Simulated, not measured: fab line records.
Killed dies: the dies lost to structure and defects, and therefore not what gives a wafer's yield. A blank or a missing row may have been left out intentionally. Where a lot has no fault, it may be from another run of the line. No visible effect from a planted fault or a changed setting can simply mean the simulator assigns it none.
Code-filled problem report in 8D (eight disciplines) form | flow nand_harc | the parts of the form that need people (team, actions taken, sign-off) are left out

## 1. THE PROBLEM
Mean of killed_at_array at NHARC_END_SORT_01: 674 across 6 wafers in 2 lots; on wafers with no fault it is 29 (standard deviation 13). Measured from the usual mean, that is +50 standard deviations.
First seen on wafer L361.1, day 24 12:30, on prober-02. Wafers with a number at this step in the record: 33, from 11 lots. By rule, "out" or "out of limits" means more than 4 standard deviations away from the usual mean. The other wafers with a number count as sound.

## 2. WHAT THIS IS AND IS NOT
question                    | is                           | is not
which readings at this step | killed_at_array, killed_dies | killed_at_other, killed_at_periphery, killed_open, killed_short
which lots                  | L360, L361                   | L343, L345, L347, L348, L349, L353, L362, L363, L364
which wafers of those lots  | all that have a number       | -
read on which gauges        | prober-01, prober-02         | -
when                        | from day 24 12:30            | up to then (18 sound wafers); but 9 sound wafers of L362, L363, L364 came after

## 3. WHAT RULES OUT EACH SUSPECT
Counting: any tool at a process step up to the reading is kept as a suspect provided that every lot that is out went through it and no sound lot did after the first of them.
- the gauge at NHARC_END_SORT_01 has been ruled out. 2 gauges (prober-01, prober-02) read the wafers that are out.
- rie_diel-11 at NHARC_A_CONTACT_STRIP_82 (strips in O2): kept. All lots that are out passed through it, beginning with L361 at day 22 04:46, and no sound lot followed; its final sound lot before that point was L349 at day 19 01:29. NHARC_A_CONTACT_STRIP_82: start missing for some lots; hours and lot order therefore follow NHARC_A_CONTACT_ETCH_136.
- har_cap_etch-03 at NHARC_A_CONTACT_ETCH_136 (etches the open film in C4F8/O2/Ar, time 132 s, target depth 1287 nm): kept. All lots that are out passed through it, beginning with L361 at day 22 04:46, and no sound lot followed; its final sound lot before that point was L348 at day 19 04:13.
- har_cap_etch-03 at NHARC_A_CONTACT_ETCH_137 (etches the open film in C4F8/O2/Ar, time 132 s, target depth 1287 nm): kept. All lots that are out passed through it, beginning with L361 at day 22 04:53, and no sound lot followed; its final sound lot before that point was L348 at day 19 04:20.
- rie_diel-01 at NHARC_A_CONTACT_ETCH_110 (etches the open film in CF4/O2, target depth 50 nm, overetch 5 nm, time 27.5 s): ruled out as a lasting fault. Following L361 (day 22 06:04), the first lot on it that is out, the sound lots L364 were run on it.
Still standing after the count: rie_diel-11 at NHARC_A_CONTACT_STRIP_82, har_cap_etch-03 at NHARC_A_CONTACT_ETCH_136, har_cap_etch-03 at NHARC_A_CONTACT_ETCH_137.

## 4. THE CAUSE (what the simulator had put in)
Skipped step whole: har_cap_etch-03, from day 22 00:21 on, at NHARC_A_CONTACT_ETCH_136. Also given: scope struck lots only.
After counting, 3 suspects remain, this tool included.

## 5. SEQUENCE OF EFFECTS, ordered by route
Each row: a reading where the mean over the struck wafers with a number is more than 3 standard deviations away from the usual. Scope: only readings with a usual standard deviation given in the record; hours: median across lots of the time from each lot's start at the first step in this table that gives one to its start at this step; sigmas: change in usual standard deviations.
hours | step              | reading         | usual | on struck wafers | change | sigmas
0     | NHARC_END_SORT_01 | killed_at_array | 29    | 674              | +645   | +50
0     | NHARC_END_SORT_01 | killed_dies     | 33    | 677              | +644   | +50
Readings that are blank on the struck wafers while sound wafers have them: chamber_pressure_mTorr at NHARC_A_CONTACT_ETCH_136; oes_air_line_au at NHARC_A_CONTACT_ETCH_136.

## 6. WHAT WOULD HAVE CAUGHT IT SOONER
60 hours passed between the start of the fault at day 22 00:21 and the first reading out of limits at a measuring or inspecting step in this record, taken at day 24 12:30.
At NHARC_A_CONTACT_ETCH_136 the tool's readings are blank on the struck wafers, where sound wafers have them: an empty tool record is the first sign, and it was there at once.
All the lots that are out (2) had begun NHARC_A_CONTACT_ETCH_136 on har_cap_etch-03 by day 24 12:30. None of them would have been spared by holding the tool at that moment.
